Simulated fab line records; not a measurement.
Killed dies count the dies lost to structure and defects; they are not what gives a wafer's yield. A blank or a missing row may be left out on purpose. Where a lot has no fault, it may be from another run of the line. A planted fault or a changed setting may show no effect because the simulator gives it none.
fab line records | flow n5-finfet
record: lots: 12 wafers: 36 last-day: 19
route steps=1938 shown BEOL_M10@1523 PASSIVATION@1936
lots that met no fault: from a run of the same line without faults
start-h: the number of hours between the record's first day and the start of the first shown wafer of the lot | wait-h: time in hours since the lot's previous step | " as in the row above | L1.1+2: a row that stands for several wafers | - either no value or no given start | * or withheld: withheld | < > ~ a bound
route shown NAME@n: a module of which the file shows steps, and the number in the route of the first | usual: average and standard deviation across the fault-free wafers | same: alike in all rows | chamber/n: place in a boat | sites: per-site readings | _std_site: the values' standard deviation | _edge_site: the outer-site mean with the inner-site mean subtracted | radius-mm: how far each site lies from the wafer's centre | mask NAME#n: copy n | behind: tool/chamber where the wafer was last shaped | hold: why the lot was held/for how many hours/how that ended | device: whichever transistor did not switch (one of n, p or np) | end of line: tests run on the same wafers once the route is complete | a step given without rows: its recipe and nothing more | killed: not the wafer's yield, but the dies lost to structure and defects at the first sort | map: shows each die of a wafer: x if killed, . if not, _ if none is there
set.NAME: the setting as run; set.NAME@STEP: as run at that earlier step | model.NAME: the simulator's own value behind a step, which no gauge read
one table for each step of the route and one row for each wafer, over a sample of lots
services: the hour from which a tool's chamber was out of use, counted from the record's first day as start-h (under 0 if before that day), plus the number of hours and why
== steps ==
step: N5_BEOL_M10_PRE_CLEAN_45
recipe: gas: H2/He time-s: 30 temp-c: 250
usual: heater-power-w: 316/32
columns lot.wafer tool chamber start-h wait-h heater-power-w
L214.2 pvd-sputter-03 - 266.85 0.0 309
L214.3 " - " " 335
L214.5 " - " " 300
L212.1 pvd-sputter-02 - 268.78 0.0 313
L212.3 " - " " 268
L212.5 " - " " 313
L216.1 pvd-sputter-03 - 282.88 0.0 298
L216.4 " - " " 343
L216.6 " - " " 301
L217.1 pvd-sputter-01 - 293.86 0.0 260
L217.2 " - " " 349
L217.4 " - " " 382
L218.1 pvd-sputter-01 - 297.14 0.0 356
L218.3 " - " " 307
L218.4 " - " " 389
L220.1 pvd-sputter-01 - 303.20 0.0 263
L220.4 " - " " 387
L220.6 " - " " 355
L223.2 pvd-sputter-03 - 305.57 0.0 334
L223.4 " - " " 340
L223.6 " - " " 304
L221.1 pvd-sputter-01 - 311.18 0.0 395
L221.2 " - " " 297
L221.5 " - " " 269
L222.2 pvd-sputter-02 - 325.79 0.0 350
L222.4 " - " " 268
L222.5 " - " " 348
L233.1 pvd-sputter-03 - 383.01 0.0 301
L233.3 " - " " 334
L233.4 " - " " 323
L231.2 pvd-sputter-03 - 384.03 0.0 333
L231.4 " - " " 324
L231.6 " - " " 329
L235.1 pvd-sputter-01 - 397.65 0.0 302
L235.3 " - " " 266
L235.6 " - " " 301
step: N5_BEOL_M10_ALD_74
recipe: material: TaN target-thk-a: 20 temp-c: 275 ald-precursor-family: PDMAT ald-co-reactant: NH3 pressure-torr: 3 carrier-flow-sccm: 1500 pulse-time-s: 2 purge-time-s: 3 co-reactant-purge-time-s: 2 co-reactant-pulse-time-s: 3 ald-cycles: 40 precursor-vessel-temp-c: 75 precursor-vessel-pressure-torr: 26.25 precursor-vessel-carrier-sccm: 1000
usual: heater-power-w: 427/36 precursor-vessel-carrier-sccm: 1000/3.4
columns lot.wafer tool chamber start-h wait-h heater-power-w precursor-vessel-carrier-sccm
L214.2 ald-metal-01 1 266.92 0.0 457 999
L214.3 " 0 " " 482 1000
L214.5 " 3 " " 393 1003
L212.1 ald-metal-03 3 268.84 0.0 409 1002
L212.3 " 1 " " 450 999
L212.5 " 0 " " 371 999
L216.1 ald-metal-01 3 282.96 0.1 392 1001
L216.4 " 2 " " 470 1003
L216.6 " 2 " " 456 993
L217.1 ald-metal-03 3 293.92 0.0 418 1003
L217.2 " 1 " " 459 1000
L217.4 " 2 " " 455 995
L218.1 ald-metal-04 3 297.20 0.0 371 999
L218.3 " 1 " " 470 1000
L218.4 " 2 " " 424 1001
L220.1 ald-metal-04 2 303.26 0.0 431 1001
L220.4 " 1 " " 441 1001
L220.6 " 0 " " 418 998
L223.2 ald-metal-01 2 305.65 0.1 456 1001
L223.4 " 0 " " 494 1004
L223.6 " 0 " " 495 1006
L221.1 ald-metal-04 3 311.24 0.0 372 1001
L221.2 " 0 " " 430 995
L221.5 " 1 " " 452 1000
L222.2 ald-metal-04 1 325.87 0.1 472 996
L222.4 " 3 " " 368 1001
L222.5 " 1 " " 450 994
L233.1 ald-metal-04 0 383.08 0.0 417 996
L233.3 " 1 " " 456 999
L233.4 " 3 " " 356 994
L231.2 ald-metal-03 2 384.09 0.0 445 1003
L231.4 " 0 " " 356 998
L231.6 " 0 " " 358 998
L235.1 ald-metal-03 2 397.75 0.1 449 1002
L235.3 " 3 " " 425 1001
L235.6 " 1 " " 453 994
step: N5_BEOL_M10_CVD_75
recipe: material: Co target-thk-a: 20 temp-c: withheld precursor: CCTBA/H2 pressure-torr: 30 time-s: 138.9
usual: run-length-s: 162.0/0.46
columns lot.wafer tool chamber start-h wait-h run-length-s
L214.2 cvd-co-02 1 267.50 0.3 161.9
L214.3 " 0 " " 161.5
L214.5 " 0 " " 161.8
L212.1 cvd-co-02 0 269.26 0.1 161.5
L212.3 " 1 " " 161.9
L212.5 " 2 " " 161.3
L216.1 cvd-co-01 2 283.40 0.1 161.7
L216.4 " 2 " " 161.7
L216.6 " 1 " " 162.6
L217.1 cvd-co-01 2 294.33 0.0 162.4
L217.2 " 0 " " 162.3
L217.4 " 2 " " 162.4
L218.1 cvd-co-02 1 297.58 0.0 161.6
L218.3 " 0 " " 161.9
L218.4 " 1 " " 161.8
L220.1 cvd-co-02 2 303.91 0.1 161.4
L220.4 " 2 " " 161.5
L220.6 " 1 " " 162.3
L223.2 cvd-co-02 0 306.53 0.0 161.5
L223.4 " 1 " " 162.0
L223.6 " 2 " " 161.9
L221.1 cvd-co-02 0 311.63 0.0 161.6
L221.2 " 1 " " 161.9
L221.5 " 1 " " 161.8
L222.2 cvd-co-02 1 326.29 0.1 161.9
L222.4 " 2 " " 162.1
L222.5 " 1 " " 161.6
L233.1 cvd-co-02 1 383.45 0.1 161.9
L233.3 " 0 " " 111.0
L233.4 " 1 " " 162.1
L231.2 cvd-co-02 0 384.57 0.1 162.2
L231.4 " 1 " " 162.0
L231.6 " 0 " " 111.2
L235.1 cvd-co-01 0 398.30 0.2 162.6
L235.3 " 1 " " 162.1
L235.6 " 0 " " 162.5
step: N5_BEOL_M10_DEP_56
recipe: material: SiCN target-thk-a: 150 temp-c: withheld precursor: 3MS/NH3 pressure-torr: 3 rf-w: 202 time-s: 26.5
usual: showerhead-plenum-p-Torr: 3.661/0.016 throttle-valve-pct: 9.0/0.52
columns lot.wafer tool chamber start-h wait-h showerhead-plenum-p-Torr throttle-valve-pct
L214.2 pecvd-02 2 269.46 0.0 3.637 8.9
L214.3 " 0 " " 3.677 9.6
L214.5 " 1 " " 3.654 9.8
L212.1 pecvd-01 2 270.43 0.0 3.684 8.0
L212.3 " 0 " " 3.676 9.0
L212.5 " 2 " " 3.681 8.3
L216.1 pecvd-01 1 284.84 0.0 3.656 8.6
L216.4 " 1 " " 3.645 8.3
L216.6 " 2 " " 3.671 8.3
L217.1 pecvd-02 1 295.52 0.0 3.650 9.5
L217.2 " 2 " " 3.640 8.7
L217.4 " 2 " " 3.651 8.8
L218.1 pecvd-04 0 298.69 0.0 3.671 9.3
L218.3 " 2 " " 3.637 8.6
L218.4 " 1 " " 3.666 9.4
L220.1 pecvd-02 1 305.92 0.0 3.654 10.0
L220.4 " 0 " " 3.682 9.6
L220.6 " 1 " " 3.655 9.9
L223.2 pecvd-02 2 307.79 0.0 3.638 8.9
L223.4 " 0 " " 3.689 9.7
L223.6 " 1 " " 3.649 9.7
L221.1 pecvd-02 1 312.65 0.0 3.659 9.9
L221.2 " 2 " " 3.636 8.9
L221.5 " 1 " " 3.649 9.5
L222.2 pecvd-02 1 327.37 0.0 3.659 9.7
L222.4 " 2 " " 3.640 8.7
L222.5 " 0 " " 3.690 9.7
L233.1 pecvd-01 2 384.52 0.0 3.676 8.6
L233.3 " 0 " " 3.673 8.7
L233.4 " 0 " " 3.679 8.5
L231.2 pecvd-01 2 385.78 0.0 3.672 8.1
L231.4 " 0 " " 3.684 9.1
L231.6 " 1 " " 3.661 8.4
L235.1 pecvd-01 0 399.75 0.0 3.683 9.1
L235.3 " 2 " " 3.680 8.2
L235.6 " 0 " " 3.677 8.6
step: N5_PASSIVATION_PROBE_49
usual: defect-limited-yield: 91.0/1.4 killed_at_M0_to_M3: 33/11 killed_at_M4_up: 14/5 killed-at-contacts: 11/7.3 killed-at-front-end: 43/12 killed-at-other: 4/3.1 killed-dies: 106/17 killed-on-rim: 14/3.8 killed-open: 69/13 killed-short: 34/8.7 sort_bin_5_function: 5.2/0.96 sort_bin_6_memory: 3.3/0.66 sort_bin_8_speed: 0.00/0.012 sort-n-pass: 1074/17 sort-yield-pct: 91.0/1.4
same: gross-dies: 1180 killed-at-back-side: 0 sort_bin_4_leakage[%]: 0
columns lot.wafer tool chamber start-h wait-h defect-limited-yield[%] killed_at_M0_to_M3 killed_at_M4_up killed-at-contacts killed-at-front-end killed-at-other killed-dies killed-on-rim killed-open killed-short sort_bin_5_function[%] sort_bin_6_memory[%] sort_bin_8_speed[%] sort-n-pass sort-yield-pct[%]
L214.2 prober-01 - 321.58 0.1 89.7 46 19 15 38 4 122 17 82 37 6.0 3.8 0 1058 89.7
L214.3 prober-01 - 321.63 0.1 91.5 33 20 14 30 3 100 15 52 46 5.0 3.3 0 1080 91.5
L214.5 prober-01 - 321.73 0.2 90.6 32 11 14 45 9 111 17 73 37 5.8 3.2 0 1069 90.6
L212.1 prober-01 - 326.47 0.0 90.4 27 14 8 63 1 113 20 82 26 6.3 2.6 0 1067 90.4
L212.3 prober-01 - 326.57 0.1 91.6 27 11 6 55 0 99 15 72 26 5.8 2.5 0 1081 91.6
L212.5 prober-01 - 326.67 0.2 89.6 31 17 11 61 3 123 14 78 44 6.3 3.6 0 1057 89.6
L216.1 prober-01 - 336.56 0.0 90.3 41 12 15 36 11 115 16 73 33 5.8 3.5 0 1065 90.3
L216.4 prober-01 - 336.71 0.2 88.6 42 15 19 50 8 134 14 85 46 6.4 4.4 0 1046 88.6
L216.6 prober-01 - 336.81 0.3 89.3 32 15 30 41 8 126 17 81 36 5.7 3.9 0 1054 89.3
L217.1 prober-02 - 348.55 0.0 92.7 31 10 3 42 0 86 12 49 36 4.1 2.7 0 1094 92.7
L217.2 prober-02 - 348.60 0.1 91.4 44 14 6 37 1 102 19 52 44 4.8 2.8 0 1078 91.4
L217.4 prober-02 - 348.70 0.2 92.5 35 10 9 32 2 88 15 58 23 4.3 2.4 0 1092 92.5
L218.1 prober-01 - 349.13 0.0 90.5 37 25 12 32 6 112 10 81 31 5.8 3.6 0 1068 90.5
L218.3 prober-01 - 349.23 0.1 92.9 33 14 1 29 7 84 11 50 30 4.9 1.8 0 1096 92.9
L218.4 prober-01 - 349.28 0.2 90.2 49 13 9 42 3 116 16 64 50 5.8 3.3 0 1064 90.2
L223.2 prober-02 - 357.36 0.1 92.5 26 10 14 38 1 89 15 56 31 4.5 2.4 0 1091 92.5
L223.4 prober-02 - 357.46 0.2 89.1 34 20 4 67 4 129 18 72 50 6.1 3.5 0 1051 89.1
L223.6 prober-02 - 357.56 0.3 88.7 41 18 7 64 3 133 16 83 47 6.6 3.8 0 1047 88.7
L220.1 prober-01 - 357.76 0.0 90.3 36 13 9 53 3 114 15 73 38 6.3 2.8 0 1066 90.3
L220.4 prober-01 - 357.91 0.2 91.4 31 13 7 45 6 102 9 60 42 4.7 3.6 0 1078 91.4
L220.6 prober-01 - 358.01 0.3 89.0 54 11 5 56 4 130 15 84 44 6.6 4.1 0 1050 89.0
L221.1 prober-01 - 365.96 0.0 91.4 37 24 8 30 3 102 11 66 32 4.3 3.6 0 1078 91.4
L221.2 prober-01 - 366.01 0.1 92.7 40 6 13 24 3 86 17 53 33 4.5 2.5 0 1094 92.7
L221.5 prober-01 - 366.16 0.2 90.9 31 15 19 29 13 107 8 63 43 5.5 3.1 0.08 1072 90.8
L222.2 prober-02 - 377.75 0.1 88.8 63 10 12 43 4 132 18 86 38 5.7 4.6 0 1048 88.8
L222.4 prober-02 - 377.85 0.2 87.2 84 9 16 36 6 151 20 91 60 7.3 4.9 0 1029 87.2
L222.5 prober-02 - 377.90 0.2 88.5 53 15 8 57 3 136 22 99 35 7.2 4.0 0 1044 88.5
L233.1 prober-02 - 430.29 0.0 92.5 27 17 8 33 3 88 12 61 24 4.2 2.9 0 1092 92.5
L233.3 prober-02 - 430.39 0.1 90.6 48 21 1 40 1 111 21 60 43 4.4 3.6 0 1069 90.6
L233.4 prober-02 - 430.44 0.2 91.6 18 17 13 42 9 99 17 60 38 4.2 3.9 0 1081 91.6
L231.2 prober-01 - 444.63 0.1 92.9 35 11 4 31 3 84 17 51 32 3.8 2.9 0 1096 92.9
L231.4 prober-01 - 444.73 0.2 92.4 43 14 4 26 3 90 9 56 33 4.8 2.1 0 1090 92.4
L231.6 prober-01 - 444.83 0.3 89.8 43 17 15 36 9 120 13 82 38 5.1 4.9 0 1060 89.8
L235.1 prober-01 - 450.79 0.0 90.6 24 26 17 40 4 111 14 72 36 5.6 3.6 0 1069 90.6
L235.3 prober-01 - 450.89 0.1 91.4 28 22 6 38 7 101 15 62 28 5.4 2.3 0 1079 91.4
L235.6 prober-01 - 451.04 0.3 88.5 35 24 17 57 3 136 18 83 51 7.9 2.8 0 1044 88.5
killed by level:class
L214.2 MOL_CONTACT_COAG:geometric-particle:open=13 BEOL_M4:geometric-particle:open=12 BEOL_M2:geometric-particle:open=10 BEOL_M0_SAQP:geometric-particle:open=8 GATE_CUT:geometric-particle:short=7 BEOL_M0_SAQP:geometric-particle:short=7 FIN_SAQP:geometric-particle:open=6 BEOL_M3:geometric-particle:open=6
L214.3 BEOL_M4:geometric-particle:open=12 FIN_SAQP:geometric-particle:short=9 MOL_CONTACT_COAG:geometric-particle:open=9 BEOL_M0_SAQP:geometric-particle:short=8 FIN_SAQP:geometric-particle:open=6 BEOL_M0_SAQP:geometric-particle:open=6 BEOL_M0:geometric-particle:short=5 STARTING-WAFER:geometric-particle:short=5
L214.5 STI_FIN_REVEAL:geometric-particle:open=13 MOL_CONTACT_COAG:geometric-particle:open=9 BEOL_M0_SAQP:geometric-particle:open=6 BEOL_M0_SAQP:geometric-particle:short=6 DUMMY_GATE:geometric-particle:open=5 GATE_CUT:geometric-particle:open=5 STARTING-WAFER:geometric-particle:open=5 FIN_SAQP:geometric-particle:short=4
L212.1 STI_FIN_REVEAL:geometric-particle:open=30 BEOL_M3:geometric-particle:open=10 FIN_SAQP:geometric-particle:open=9 FIN_SAQP:geometric-particle:short=7 MOL_CONTACT_COAG:geometric-particle:open=5 BEOL_M2:geometric-particle:open=4 BEOL_M5:geometric-particle:open=4 BEOL_M4:geometric-particle:open=4
L212.3 STI_FIN_REVEAL:geometric-particle:open=23 FIN_SAQP:geometric-particle:open=11 BEOL_M0_SAQP:geometric-particle:open=6 MOL_CONTACT_COAG:geometric-particle:open=5 BEOL_M0_SAQP:geometric-particle:short=5 BEOL_M1:geometric-particle:short=5 BEOL_M1:geometric-particle:open=4 BEOL_M4:geometric-particle:open=4
L212.5 STI_FIN_REVEAL:geometric-particle:open=18 BEOL_M1:geometric-particle:open=11 STI_FIN_REVEAL:geometric-particle:short=10 MOL_CONTACT_COAG:geometric-particle:open=9 FIN_SAQP:geometric-particle:short=8 FIN_SAQP:geometric-particle:open=8 BEOL_M4:geometric-particle:open=8 GATE_CUT:geometric-particle:short=7
L216.1 MOL_CONTACT_COAG:geometric-particle:open=14 BEOL_M2:geometric-particle:open=9 FIN_SAQP:geometric-particle:short=8 BEOL_M0_SAQP:geometric-particle:open=8 BEOL_M0_SAQP:geometric-particle:short=7 PASSIVATION:area-etch=7 FIN_SAQP:geometric-particle:open=6 STI_FIN_REVEAL:geometric-particle:open=5
L216.4 MOL_CONTACT_COAG:geometric-particle:open=13 FIN_SAQP:geometric-particle:open=12 BEOL_M1:geometric-particle:short=12 FIN_SAQP:geometric-particle:short=10 STI_FIN_REVEAL:geometric-particle:open=10 BEOL_M1:geometric-particle:open=8 BEOL_M3:geometric-particle:open=5 DUMMY_GATE:geometric-particle:open=4
L216.6 MOL_CONTACT_COAG:geometric-particle:open=20 MOL_CONTACT_COAG:geometric-particle:short=10 STI_FIN_REVEAL:geometric-particle:open=9 BEOL_M1:geometric-particle:open=9 BEOL_M4:geometric-particle:open=9 HKMG_FIN:area-etch=6 FIN_SAQP:geometric-particle:short=5 STI_FIN_REVEAL:geometric-particle:short=5
L217.1 STI_FIN_REVEAL:geometric-particle:open=16 BEOL_M3:geometric-particle:open=7 GATE_CUT:geometric-particle:short=6 BEOL_M0_SAQP:geometric-particle:short=6 DUMMY_GATE:geometric-particle:open=4 BEOL_M0_SAQP:geometric-particle:open=4 FIN_SAQP:geometric-particle:short=3 STI_FIN_REVEAL:geometric-particle:short=3
L217.2 GATE_CUT:geometric-particle:short=10 BEOL_M3:geometric-particle:open=9 BEOL_M0_SAQP:geometric-particle:open=9 BEOL_M0_SAQP:geometric-particle:short=8 BEOL_M1:geometric-particle:open=7 BEOL_M2:geometric-particle:open=5 BEOL_M3:geometric-particle:short=5 FIN_SAQP:geometric-particle:open=4
L217.4 BEOL_M2:geometric-particle:open=11 BEOL_M3:geometric-particle:open=9 MOL_CONTACT_COAG:geometric-particle:open=6 BEOL_M2:geometric-particle:short=6 FIN_SAQP:geometric-particle:open=5 DUMMY_GATE:geometric-particle:open=5 BEOL_M0_SAQP:geometric-particle:short=5 HKMG_FIN:area-etch=5
L218.1 BEOL_M4:geometric-particle:open=12 MOL_CONTACT_COAG:geometric-particle:open=11 BEOL_M3:geometric-particle:open=11 BEOL_M2:geometric-particle:open=9 STI_FIN_REVEAL:geometric-particle:open=8 BEOL_M0_SAQP:geometric-particle:short=7 FIN_SAQP:geometric-particle:open=6 FIN_SAQP:geometric-particle:short=6
L218.3 BEOL_M3:geometric-particle:open=8 BEOL_M1:geometric-particle:open=7 FIN_SAQP:geometric-particle:short=6 STI_FIN_REVEAL:geometric-particle:open=6 BEOL_M2:geometric-particle:open=5 FIN_SAQP:geometric-particle:open=4 BEOL_M0_SAQP:geometric-particle:short=4 BEOL_M3:geometric-particle:short=4
L218.4 BEOL_M0_SAQP:geometric-particle:open=12 BEOL_M1:geometric-particle:open=10 FIN_SAQP:geometric-particle:short=9 BEOL_M0_SAQP:geometric-particle:short=8 GATE_CUT:geometric-particle:open=7 GATE_CUT:geometric-particle:short=6 MOL_CONTACT_COAG:geometric-particle:open=6 BEOL_M2:geometric-particle:open=6
L223.2 MOL_CONTACT_COAG:geometric-particle:open=11 FIN_SAQP:geometric-particle:short=7 GATE_CUT:geometric-particle:short=7 BEOL_M0_SAQP:geometric-particle:short=6 BEOL_M0_SAQP:geometric-particle:open=6 BEOL_M2:geometric-particle:open=5 BEOL_M3:geometric-particle:open=5 STARTING-WAFER:geometric-particle:open=5
L223.4 GATE_CUT:geometric-particle:short=14 FIN_SAQP:geometric-particle:short=12 BEOL_M4:geometric-particle:open=12 FIN_SAQP:geometric-particle:open=11 BEOL_M0_SAQP:geometric-particle:open=9 HKMG_FIN:area-etch=7 STI_FIN_REVEAL:geometric-particle:open=6 BEOL_M1:geometric-particle:open=6
L223.6 FIN_SAQP:geometric-particle:short=20 BEOL_M0_SAQP:geometric-particle:open=12 FIN_SAQP:geometric-particle:open=10 BEOL_M2:geometric-particle:open=10 BEOL_M4:geometric-particle:open=9 DUMMY_GATE:geometric-particle:open=6 GATE_CUT:geometric-particle:short=5 MOL_CONTACT_COAG:geometric-particle:open=5
L220.1 STI_FIN_REVEAL:geometric-particle:open=16 BEOL_M0_SAQP:geometric-particle:short=11 DUMMY_GATE:geometric-particle:open=10 BEOL_M1:geometric-particle:open=8 MOL_CONTACT_COAG:geometric-particle:open=6 BEOL_M2:geometric-particle:open=6 FIN_SAQP:geometric-particle:short=5 STARTING-WAFER:geometric-particle:short=5
L220.4 FIN_SAQP:geometric-particle:open=10 FIN_SAQP:geometric-particle:short=9 STI_FIN_REVEAL:geometric-particle:open=9 BEOL_M0_SAQP:geometric-particle:short=7 BEOL_M2:geometric-particle:open=6 BEOL_M0_SAQP:geometric-particle:open=5 MOL_CONTACT_COAG:geometric-particle:open=4 GATE_CUT:geometric-particle:short=4
L220.6 BEOL_M0_SAQP:geometric-particle:open=18 BEOL_M0_SAQP:geometric-particle:short=16 FIN_SAQP:geometric-particle:open=13 DUMMY_GATE:geometric-particle:open=10 FIN_SAQP:geometric-particle:short=9 STI_FIN_REVEAL:geometric-particle:open=6 BEOL_M1:geometric-particle:open=6 BEOL_M0:geometric-particle:open=5
L221.1 BEOL_M0_SAQP:geometric-particle:short=11 BEOL_M0_SAQP:geometric-particle:open=10 STI_FIN_REVEAL:geometric-particle:open=8 MOL_CONTACT_COAG:geometric-particle:open=7 BEOL_M1:geometric-particle:open=6 BEOL_M2:geometric-particle:open=6 BEOL_M8:geometric-particle:open=6 DUMMY_GATE:geometric-particle:open=4
L221.2 MOL_CONTACT_COAG:geometric-particle:open=13 BEOL_M1:geometric-particle:open=9 BEOL_M2:geometric-particle:open=9 BEOL_M0:geometric-particle:short=6 BEOL_M1:geometric-particle:short=6 FIN_SAQP:geometric-particle:open=5 GATE_CUT:geometric-particle:short=4 BEOL_M0_SAQP:geometric-particle:short=4
L221.5 MOL_CONTACT_COAG:geometric-particle:open=12 GATE_CUT:geometric-particle:short=8 MOL_CONTACT_COAG:geometric-particle:short=7 STI_FIN_REVEAL:geometric-particle:open=6 BEOL_M4:geometric-particle:open=6 BEOL_M0_SAQP:geometric-particle:open=5 BEOL_M3:geometric-particle:open=5 BEOL_M1:geometric-particle:short=4
L222.2 BEOL_M0_SAQP:geometric-particle:open=17 BEOL_M0_SAQP:geometric-particle:short=17 BEOL_M2:geometric-particle:open=14 MOL_CONTACT_COAG:geometric-particle:open=12 DUMMY_GATE:geometric-particle:open=10 HKMG_FIN:area-etch=7 STI_FIN_REVEAL:geometric-particle:open=6 GATE_CUT:geometric-particle:open=6
L222.4 BEOL_M0_SAQP:geometric-particle:short=32 BEOL_M0_SAQP:geometric-particle:open=28 MOL_CONTACT_COAG:geometric-particle:open=13 STI_FIN_REVEAL:geometric-particle:open=8 DUMMY_GATE:geometric-particle:open=8 BEOL_M2:geometric-particle:open=8 BEOL_M1:geometric-particle:open=5 BEOL_M4:geometric-particle:open=5
L222.5 STI_FIN_REVEAL:geometric-particle:open=28 BEOL_M2:geometric-particle:open=14 BEOL_M0_SAQP:geometric-particle:open=11 BEOL_M0_SAQP:geometric-particle:short=9 STI_FIN_REVEAL:geometric-particle:short=7 DUMMY_GATE:geometric-particle:open=7 MOL_CONTACT_COAG:geometric-particle:open=7 BEOL_M3:geometric-particle:open=7
L233.1 BEOL_M4:geometric-particle:open=9 BEOL_M2:geometric-particle:open=8 STI_FIN_REVEAL:geometric-particle:open=6 DUMMY_GATE:geometric-particle:open=6 BEOL_M3:geometric-particle:open=6 MOL_CONTACT_COAG:geometric-particle:open=6 FIN_SAQP:geometric-particle:short=4 FIN_SAQP:geometric-particle:open=3
L233.3 BEOL_M0_SAQP:geometric-particle:short=17 BEOL_M2:geometric-particle:open=14 DUMMY_GATE:geometric-particle:open=10 FIN_SAQP:geometric-particle:short=8 BEOL_M4:geometric-particle:open=8 BEOL_M0_SAQP:geometric-particle:open=7 FIN_SAQP:geometric-particle:open=5 HKMG_FIN:area-etch=5
L233.4 FIN_SAQP:geometric-particle:short=13 MOL_CONTACT_COAG:geometric-particle:open=11 BEOL_M4:geometric-particle:open=9 STI_FIN_REVEAL:geometric-particle:open=8 GATE_CUT:geometric-particle:short=6 STARTING-WAFER:geometric-particle:open=4 BEOL_M3:geometric-particle:open=4 BEOL_M4:geometric-particle:short=4
L231.2 BEOL_M1:geometric-particle:open=12 BEOL_M0_SAQP:geometric-particle:short=11 STI_FIN_REVEAL:geometric-particle:open=7 BEOL_M0_SAQP:geometric-particle:open=5 STARTING-WAFER:geometric-particle:short=4 FIN_SAQP:geometric-particle:short=3 FIN_SAQP:geometric-particle:open=3 MOL_CONTACT_COAG:geometric-particle:short=3
L231.4 BEOL_M0_SAQP:geometric-particle:short=9 BEOL_M0_SAQP:geometric-particle:open=8 BEOL_M1:geometric-particle:open=7 BEOL_M4:geometric-particle:open=7 BEOL_M2:geometric-particle:open=6 STI_FIN_REVEAL:geometric-particle:open=4 BEOL_M3:geometric-particle:open=4 FIN_SAQP:geometric-particle:short=3
L231.6 MOL_CONTACT_COAG:geometric-particle:open=13 BEOL_M0_SAQP:geometric-particle:open=13 BEOL_M0_SAQP:geometric-particle:short=11 BEOL_M4:geometric-particle:open=9 STI_FIN_REVEAL:geometric-particle:open=8 FIN_SAQP:geometric-particle:open=7 GATE_CUT:geometric-particle:short=7 BEOL_M1:geometric-particle:open=7
L235.1 MOL_CONTACT_COAG:geometric-particle:open=16 FIN_SAQP:geometric-particle:short=9 BEOL_M4:geometric-particle:open=8 BEOL_M5:geometric-particle:open=7 FIN_SAQP:geometric-particle:open=5 STI_FIN_REVEAL:geometric-particle:open=5 BEOL_M0_SAQP:geometric-particle:open=5 BEOL_M0_SAQP:geometric-particle:short=5
L235.3 BEOL_M2:geometric-particle:open=8 BEOL_M5:geometric-particle:open=8 HKMG_FIN:area-etch=8 BEOL_M0_SAQP:geometric-particle:open=7 STI_FIN_REVEAL:geometric-particle:open=6 BEOL_M0_SAQP:geometric-particle:short=5 BEOL_M4:geometric-particle:open=5 FIN_SAQP:geometric-particle:short=4
L235.6 BEOL_M2:geometric-particle:open=10 FIN_SAQP:geometric-particle:open=9 MOL_CONTACT_COAG:geometric-particle:short=9 FIN_SAQP:geometric-particle:short=8 MOL_CONTACT_COAG:geometric-particle:open=8 BEOL_M0_SAQP:geometric-particle:open=8 BEOL_M5:geometric-particle:open=8 BEOL_M4:geometric-particle:open=7
== services ==
columns tool chamber start-h hours kind
pecvd-02 1 260.62 5.5 scheduled-down
ald-metal-03 - 272.17 0.7 repair
cvd-co-02 - 272.54 2.8 pm
pecvd-01 1 292.97 3.6 repair
pecvd-01 - 297.04 28.1 pm
ald-metal-01 0 331.98 3.4 repair
cvd-co-02 1 333.33 - clean
cvd-co-02 1 333.33 22.0 scheduled-down
cvd-co-02 1 333.33 22.0 vent-cycle
ald-metal-01 - 337.25 14.0 pm
ald-metal-01 0 337.25 14.0 vent-cycle
ald-metal-01 1 337.25 14.0 vent-cycle
ald-metal-04 - 338.92 6.0 pm
pecvd-01 1 343.82 5.5 scheduled-down
ald-metal-03 - 344.92 6.0 pm
pvd-sputter-03 - 353.36 1.1 repair
pvd-sputter-03 - 355.01 3.2 repair
ald-metal-01 0 375.55 11.8 repair
pecvd-02 - 376.57 1.0 repair
pecvd-01 - 377.41 1.3 repair
cvd-co-02 - 379.43 0.6 repair
ald-metal-01 - 385.93 2.8 pm
ald-metal-01 3 392.21 6.3 repair
pecvd-01 0 394.90 - calibration
== key ==
first-sign: step: N5_BEOL_M10_CVD_75 reading: run-length-s direction: down sigmas: 99+ usual: * struck: *
effect none on later readings
met-at N5_BEOL_M10_CVD_75
struck-lots L231,L233
struck-wafers L231.6,L233.3
not-acting-at N5_BEOL_M10_PRE_CLEAN_45,N5_BEOL_M10_ALD_74,N5_BEOL_M10_DEP_56
onset-between 326.29 383.45
fault: kind: process-parameter-drift tool: cvd-co-02 chamber: - onset-h: 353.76 steps: N5_BEOL_M10_CVD_75 channel: time-s offset: * shape: step end-h: 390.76 scope: struck-wafers-only acts-in: * stated: *
